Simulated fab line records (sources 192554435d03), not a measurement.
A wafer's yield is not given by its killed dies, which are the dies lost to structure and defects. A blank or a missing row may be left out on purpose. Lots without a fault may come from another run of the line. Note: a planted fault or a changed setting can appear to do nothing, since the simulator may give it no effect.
fab line records + flow n5-finfet + part 2 of 2: steps 23 to 35 of 35
record
- lots=5
- wafers=15
- last-day=16
route steps=1938 shown FIN_CUT@177 STI_FIN_REVEAL@183
lots that met no fault: taken from a fault-free run of the same line
start-h: hours from the record's first day to the start of the lot's first wafer shown + wait-h: how many hours have passed since the lot's step before this one + " same as the row above + L1.1+2: several wafers, shown together as one row + - value missing, or start not given + * or withheld: withheld + < > ~ a bound
route shown NAME@n: a module of which the file shows steps, and the number in the route of the first + usual: mean and standard deviation over wafers with no fault + same: alike in all rows + chamber/n: place in a boat + sites: readings site by site + _std_site: standard deviation of those values + _edge_site: the outer-site mean with the inner-site mean subtracted + radius-mm: for every site, how far away it sits from the centre of the wafer + mask NAME#n: copy n + behind: tool/chamber where the wafer was last shaped + hold: why the lot went on hold/how many hours it stayed there/how the hold came to an end + device: the n, p or np transistor that did not switch + end of line: tests run on the same wafers once the route is complete + step lacking rows: just its recipe + killed: not the wafer's yield, but the dies lost to structure and defects at the first sort + map: a wafer's dies, marking killed ones x, the rest . and places with no die _
set.NAME: the setting as run; set.NAME@STEP: as run at that earlier step + model.NAME: the simulator's own value behind a step, which no gauge read
lots at selected steps of the route; one table per step, one row per wafer
services: the hour from which a tool's chamber was out of use, counted from the record's first day as start-h (under 0 if before that day), plus the number of hours and why
## steps
# step N5_STI_FIN_REVEAL_ETCH_34
# recipe
- chemistry=H2
- mode=isotropic
- material=Si
- target=Si
- target-depth-a=9.7
- temp-c=20
- pressure-mtorr=4.5
- icp-w=300
- bias-w=0
- h2-flow-sccm=7.5
- he-flow-sccm=142.5
# usual
- drypump-motor-current-A=5.5/0.44
- he-backside-leak-sccm=2.70/0.27
- oes-product-au=1.008/0.0098
- throttle-valve-pct=25.5/0.53
| lot.wafer | tool      | chamber | start-h | wait-h | drypump-motor-current-A | he-backside-leak-sccm | oes-product-au | rf-hours-counter-h | throttle-valve-pct |
|-----------|-----------|---------|---------|--------|-------------------------|-----------------------|----------------|--------------------|--------------------|
| L074.3    | rie-si-06 | 2       | 36.64   | 0.1    | 5.1                     | 2.29                  | 0.998          | 11                 | 25.4               |
| L074.4    | "         | 2       | "       | "      | 5.1                     | 2.32                  | 1.005          | -                  | 25.4               |
| L074.5    | "         | 0       | "       | "      | 5.4                     | 2.60                  | 1.005          | -                  | 25.8               |
| L078.1    | rie-si-06 | 3       | 62.13   | 0.2    | 5.3                     | 2.71                  | 1.012          | 104                | 26.5               |
| L078.2    | "         | 2       | "       | "      | 5.1                     | 2.34                  | 1.006          | 12                 | 25.4               |
| L078.5    | "         | 0       | "       | "      | 5.4                     | 2.60                  | 1.016          | -                  | 25.8               |
| L081.1    | rie-si-02 | 2       | 80.05   | 0.2    | 5.9                     | 2.47                  | 1.011          | 21                 | 25.1               |
| L081.2    | "         | 0       | "       | "      | 5.2                     | 2.88                  | 1.017          | 23                 | 25.1               |
| L081.3    | "         | 3       | "       | "      | 5.4                     | 2.66                  | 1.015          | 23                 | 25.5               |
| L089.1    | rie-si-02 | 1       | 125.10  | 0.2    | 5.5                     | 3.30                  | 1.014          | 175                | 25.8               |
| L089.3    | "         | 0       | "       | "      | 5.2                     | 2.73                  | 0.998          | 24                 | 25.1               |
| L089.6    | "         | 1       | "       | "      | 5.5                     | 3.40                  | 1.014          | -                  | 25.8               |
| L090.3    | rie-si-02 | 2       | 133.30  | 0.1    | 5.9                     | 2.65                  | 1.016          | 22                 | 25.1               |
| L090.5    | "         | 3       | "       | "      | 5.4                     | 2.72                  | 1.008          | -                  | 25.5               |
| L090.6    | "         | 2       | "       | "      | 5.9                     | 2.60                  | 1.006          | -                  | 25.1               |
# step N5_STI_FIN_REVEAL_OXIDATION_31
# recipe
- chemistry=O2_PLASMA_REMOTE
- temp-c=150
- time-s=20
- pressure-mtorr=1000
- source-power-w=2000
- o2-flow-sccm=3000
# usual
- drypump-motor-current-A=6.1/0.58
- heater-power-w=148/11
| lot.wafer | tool            | chamber | start-h | wait-h | drypump-motor-current-A | heater-power-w | rf-hours-counter-h |
|-----------|-----------------|---------|---------|--------|-------------------------|----------------|--------------------|
| L074.3    | plasma-asher-02 | 0       | 36.72   | 0.1    | 5.6                     | 159            | -                  |
| L074.4    | "               | 1       | "       | "      | 6.7                     | 151            | -                  |
| L074.5    | "               | 1       | "       | "      | 6.7                     | 152            | -                  |
| L078.1    | plasma-asher-02 | 0       | 62.30   | 0.2    | 5.7                     | 161            | 90                 |
| L078.2    | "               | 1       | "       | "      | 6.7                     | 150            | 90                 |
| L078.5    | "               | 1       | "       | "      | 6.7                     | 156            | -                  |
| L081.1    | plasma-asher-02 | 0       | 80.11   | 0.0    | 5.6                     | 161            | 93                 |
| L081.2    | "               | 1       | "       | "      | 6.7                     | 152            | 93                 |
| L081.3    | "               | 0       | "       | "      | 5.6                     | 159            | -                  |
| L089.1    | plasma-asher-02 | 0       | 125.16  | 0.0    | 5.7                     | 158            | 101                |
| L089.3    | "               | 0       | "       | "      | 5.7                     | 161            | -                  |
| L089.6    | "               | 1       | "       | "      | 6.7                     | 153            | -                  |
| L090.3    | plasma-asher-01 | 0       | 133.38  | 0.1    | 5.3                     | 130            | -                  |
| L090.5    | "               | 0       | "       | "      | 5.3                     | 130            | -                  |
| L090.6    | "               | 1       | "       | "      | 6.6                     | 148            | -                  |
# step N5_STI_FIN_REVEAL_PRECLEAN_32
# recipe
- chemistry=NF3:NH3
- afs-cycles=1
- temp-c=30
- time-s=20
- sublimation-temp-c=180
- sublimation-time-s=60
- pressure-torr=3
- rf-power-w=30
| lot.wafer  | tool             | chamber | start-h | wait-h |
|------------|------------------|---------|---------|--------|
| L074.3+4+5 | remote-plasma-01 | 1       | 36.84   | 0.1    |
| L078.1+2+5 | remote-plasma-02 | 0       | 62.38   | 0.1    |
| L081.1+2+3 | remote-plasma-02 | 0       | 80.20   | 0.1    |
| L089.1+3+6 | remote-plasma-01 | 0       | 125.24  | 0.1    |
| L090.3+5+6 | remote-plasma-02 | 1       | 133.50  | 0.1    |
# step N5_STI_FIN_REVEAL_STRIP_35
# recipe
- chemistry=H3PO4
- material=Si3N4
- temp-c=165
- target-depth-a=40
- time-s=39
| lot.wafer  | tool         | chamber | start-h | wait-h |
|------------|--------------|---------|---------|--------|
| L074.3+4+5 | wet-bench-05 | 5,2,3   | 36.99   | 0.1    |
| L078.1+2+5 | wet-bench-01 | 1,2,6   | 62.59   | 0.2    |
| L081.1+2+3 | wet-bench-05 | 7,5,6   | 80.41   | 0.2    |
| L089.1+3+6 | wet-bench-06 | 4,0,1   | 125.45  | 0.2    |
| L090.3+5+6 | wet-bench-06 | 4,2,5   | 133.65  | 0.1    |
# step N5_STI_FIN_REVEAL_SRD_21
# recipe
- dry=ipa-marangoni
- time-s=30
- temp-c=23
- rinse-liquid=diw
| lot.wafer  | tool         | chamber | start-h | wait-h |
|------------|--------------|---------|---------|--------|
| L074.3+4+5 | wet-bench-05 | 5,2,3   | 37.00   | 0.0    |
| L078.1+2+5 | wet-bench-01 | 1,2,6   | 62.61   | 0.0    |
| L081.1+2+3 | wet-bench-05 | 7,5,6   | 80.42   | 0.0    |
| L089.1+3+6 | wet-bench-06 | 4,0,1   | 125.47  | 0.0    |
| L090.3+5+6 | wet-bench-06 | 4,2,5   | 133.67  | 0.0    |
# step N5_STI_FIN_REVEAL_OXIDATION_33
# recipe
- chemistry=O2_PLASMA_REMOTE
- temp-c=150
- time-s=20
- pressure-mtorr=1000
- source-power-w=2000
- o2-flow-sccm=3000
# usual
- drypump-motor-current-A=6.1/0.57
- heater-power-w=149/11
| lot.wafer | tool            | chamber | start-h | wait-h | drypump-motor-current-A | heater-power-w | rf-hours-counter-h |
|-----------|-----------------|---------|---------|--------|-------------------------|----------------|--------------------|
| L074.3    | plasma-asher-02 | 1       | 37.07   | 0.0    | 6.7                     | 151            | -                  |
| L074.4    | "               | 0       | "       | "      | 5.7                     | 158            | -                  |
| L074.5    | "               | 1       | "       | "      | 6.7                     | 155            | -                  |
| L078.1    | plasma-asher-02 | 0       | 62.65   | 0.0    | 5.7                     | 157            | 90                 |
| L078.2    | "               | 1       | "       | "      | 6.7                     | 151            | 90                 |
| L078.5    | "               | 1       | "       | "      | 6.7                     | 151            | -                  |
| L081.1    | plasma-asher-02 | 0       | 80.46   | 0.0    | 5.7                     | 158            | 93                 |
| L081.2    | "               | 1       | "       | "      | 6.7                     | 148            | 93                 |
| L081.3    | "               | 1       | "       | "      | 6.7                     | 152            | -                  |
| L089.1    | plasma-asher-01 | 0       | 125.51  | 0.0    | 5.3                     | 127            | 41                 |
| L089.3    | "               | 0       | "       | "      | 5.3                     | 126            | -                  |
| L089.6    | "               | 1       | "       | "      | 6.6                     | 148            | -                  |
| L090.3    | plasma-asher-02 | 1       | 133.73  | 0.0    | 6.7                     | 152            | -                  |
| L090.5    | "               | 1       | "       | "      | 6.7                     | 149            | -                  |
| L090.6    | "               | 0       | "       | "      | 5.7                     | 156            | -                  |
# step N5_STI_FIN_REVEAL_CLEAN_19
# recipe
- chemistry=O3/DIW
- temp-c=25
- time-s=120
- o3-ppm=10
| lot.wafer  | tool         | chamber | start-h | wait-h |
|------------|--------------|---------|---------|--------|
| L074.3+4+5 | wet-bench-05 | 5,4,7   | 37.14   | 0.0    |
| L078.1+2+5 | wet-bench-06 | 0,6,4   | 62.74   | 0.1    |
| L081.1+2+3 | wet-bench-01 | 7,0,4   | 80.55   | 0.1    |
| L089.1+3+6 | wet-bench-05 | 7,2,0   | 125.60  | 0.1    |
| L090.3+5+6 | wet-bench-01 | 6,4,3   | 133.80  | 0.0    |
# step N5_STI_FIN_REVEAL_SRD_23
# recipe
- dry=ipa-marangoni
- time-s=30
- temp-c=23
- rinse-liquid=diw
| lot.wafer  | tool         | chamber | start-h | wait-h |
|------------|--------------|---------|---------|--------|
| L074.3+4+5 | wet-bench-05 | 5,4,7   | 37.18   | 0.0    |
| L078.1+2+5 | wet-bench-06 | 0,6,4   | 62.77   | 0.0    |
| L081.1+2+3 | wet-bench-01 | 7,0,4   | 80.59   | 0.0    |
| L089.1+3+6 | wet-bench-05 | 7,2,0   | 125.64  | 0.0    |
| L090.3+5+6 | wet-bench-01 | 6,4,3   | 133.84  | 0.0    |
# step N5_STI_FIN_REVEAL_CD_MEAS_22
# recipe
- target-cd-nm=6.238
- pitch-nm=28
- polarity=line
# usual
- cd-nm=6.36/0.28
| lot.wafer | tool      | chamber | start-h | wait-h | cd-nm |
|-----------|-----------|---------|---------|--------|-------|
| L074.3    | cd-sem-02 | -       | 37.22   | 0.0    | 6.21  |
| L074.4    | "         | -       | "       | "      | 6.51  |
| L074.5    | "         | -       | "       | "      | 6.07  |
| L078.1    | cd-sem-02 | -       | 62.81   | 0.0    | 6.15  |
| L078.2    | "         | -       | "       | "      | 6.08  |
| L078.5    | "         | -       | "       | "      | 6.13  |
| L081.1    | cd-sem-02 | -       | 80.63   | 0.0    | 6.61  |
| L081.2    | "         | -       | "       | "      | 6.54  |
| L081.3    | "         | -       | "       | "      | 6.21  |
| L089.1    | cd-sem-02 | -       | 125.68  | 0.0    | 5.83  |
| L089.3    | "         | -       | "       | "      | 6.39  |
| L089.6    | "         | -       | "       | "      | 6.52  |
| L090.3    | cd-sem-01 | -       | 133.88  | 0.0    | 6.06  |
| L090.5    | "         | -       | "       | "      | 6.12  |
| L090.6    | "         | -       | "       | "      | 6.26  |
# step N5_STI_FIN_REVEAL_FIN_H_MEAS_10
# usual
- trench-depth-nm=51.7/0.9
| lot.wafer | tool   | chamber | start-h | wait-h | trench-depth-nm |
|-----------|--------|---------|---------|--------|-----------------|
| L074.3    | ocd-01 | -       | 37.25   | 0.0    | 50.7            |
| L074.4    | "      | -       | "       | "      | 51.0            |
| L074.5    | "      | -       | "       | "      | 51.9            |
| L078.1    | ocd-01 | -       | 62.84   | 0.0    | 52.3            |
| L078.2    | "      | -       | "       | "      | 52.3            |
| L078.5    | "      | -       | "       | "      | 52.5            |
| L081.1    | ocd-01 | -       | 80.66   | 0.0    | 49.9            |
| L081.2    | "      | -       | "       | "      | 51.2            |
| L081.3    | "      | -       | "       | "      | 51.2            |
| L089.1    | ocd-02 | -       | 125.71  | 0.0    | 53.3            |
| L089.3    | "      | -       | "       | "      | 51.8            |
| L089.6    | "      | -       | "       | "      | 51.3            |
| L090.3    | ocd-02 | -       | 133.91  | 0.0    | 51.6            |
| L090.5    | "      | -       | "       | "      | 51.4            |
| L090.6    | "      | -       | "       | "      | 51.5            |
# step N5_STI_FIN_REVEAL_PRECLEAN_18
# recipe
- chemistry=SC2
- time-s=45
- temp-c=35
- mix=1:1:50
| lot.wafer  | tool         | chamber | start-h | wait-h |
|------------|--------------|---------|---------|--------|
| L074.3+4+5 | wet-bench-01 | 1,4,0   | 37.28   | 0.0    |
| L078.1+2+5 | wet-bench-06 | 3,5,1   | 62.88   | 0.0    |
| L081.1+2+3 | wet-bench-01 | 3,4,2   | 80.69   | 0.0    |
| L089.1+3+6 | wet-bench-01 | 6,2,1   | 125.74  | 0.0    |
| L090.3+5+6 | wet-bench-01 | 6,7,3   | 133.94  | 0.0    |
# step N5_STI_FIN_REVEAL_SRD_28
# recipe
- dry=ipa-marangoni
- time-s=30
- temp-c=23
- rinse-liquid=diw
| lot.wafer  | tool         | chamber | start-h | wait-h |
|------------|--------------|---------|---------|--------|
| L074.3+4+5 | wet-bench-01 | 1,4,0   | 37.30   | 0.0    |
| L078.1+2+5 | wet-bench-06 | 3,5,1   | 62.89   | 0.0    |
| L081.1+2+3 | wet-bench-01 | 3,4,2   | 80.71   | 0.0    |
| L089.1+3+6 | wet-bench-01 | 6,2,1   | 125.77  | 0.0    |
| L090.3+5+6 | wet-bench-01 | 6,7,3   | 133.95  | 0.0    |
# step N5_STI_FIN_REVEAL_INSPECT_13
# recipe
- inspect-instrument=darkfield
- mode=post-clean
# usual
- raw-defect-count=11/4.9
| lot.wafer | tool              | chamber | start-h | wait-h | raw-defect-count |
|-----------|-------------------|---------|---------|--------|------------------|
| L074.3    | defect-inspect-02 | -       | 37.34   | 0.0    | 10               |
| L074.4    | "                 | -       | "       | "      | 10               |
| L074.5    | "                 | -       | "       | "      | 14               |
| L078.1    | defect-inspect-01 | -       | 62.93   | 0.0    | 6                |
| L078.2    | "                 | -       | "       | "      | 5                |
| L078.5    | "                 | -       | "       | "      | 13               |
| L081.1    | defect-inspect-02 | -       | 80.75   | 0.0    | 7                |
| L081.2    | "                 | -       | "       | "      | 14               |
| L081.3    | "                 | -       | "       | "      | 9                |
| L089.1    | defect-inspect-01 | -       | 125.83  | 0.0    | 13               |
| L089.3    | "                 | -       | "       | "      | 14               |
| L089.6    | "                 | -       | "       | "      | 13               |
| L090.3    | defect-inspect-02 | -       | 134.00  | 0.0    | 21               |
| L090.5    | "                 | -       | "       | "      | 12               |
| L090.6    | "                 | -       | "       | "      | 9                |
## services
| tool             | chamber | start-h | hours | kind   |
|------------------|---------|---------|-------|--------|
| fcvd-02          | 1       | 8.63    | 16.0  | repair |
| ald-sin-01       | 0       | 9.78    | 5.2   | repair |
| rie-si-03        | 0       | 12.53   | 2.4   | repair |
| cmp-04           | -       | 16.03   | 0.9   | repair |
| rie-si-02        | -       | 17.97   | 0.2   | repair |
| ald-sin-01       | 0       | 19.00   | 9.4   | repair |
| rie-si-02        | -       | 19.08   | 2.8   | pm     |
| rie-diel-06      | 0       | 22.45   | 3.3   | repair |
| rie-diel-04      | 3       | 31.04   | 2.3   | repair |
| rie-diel-01      | -       | 37.50   | 1.2   | repair |
| wet-bench-04     | -       | 41.49   | 1.9   | pm     |
| rie-si-03        | -       | 44.43   | 0.6   | repair |
| rie-diel-04      | -       | 48.86   | 2.8   | pm     |
| rie-diel-04      | 0       | 55.90   | 3.5   | repair |
| rie-diel-01      | -       | 59.04   | 2.4   | repair |
| rie-diel-01      | 3       | 71.90   | 8.0   | repair |
| ald-sin-03       | -       | 96.05   | 0.8   | pm     |
| rie-diel-01      | 1       | 97.91   | 3.7   | repair |
| remote-plasma-01 | -       | 99.12   | 0.1   | repair |
| remote-plasma-01 | -       | 107.94  | 0.1   | repair |
| ald-sin-01       | -       | 121.04  | 14.6  | pm     |
| plasma-asher-02  | -       | 129.60  | 2.3   | repair |
| rie-diel-01      | 0       | 130.07  | 9.3   | repair |
| rie-diel-01      | -       | 130.59  | 0.9   | repair |
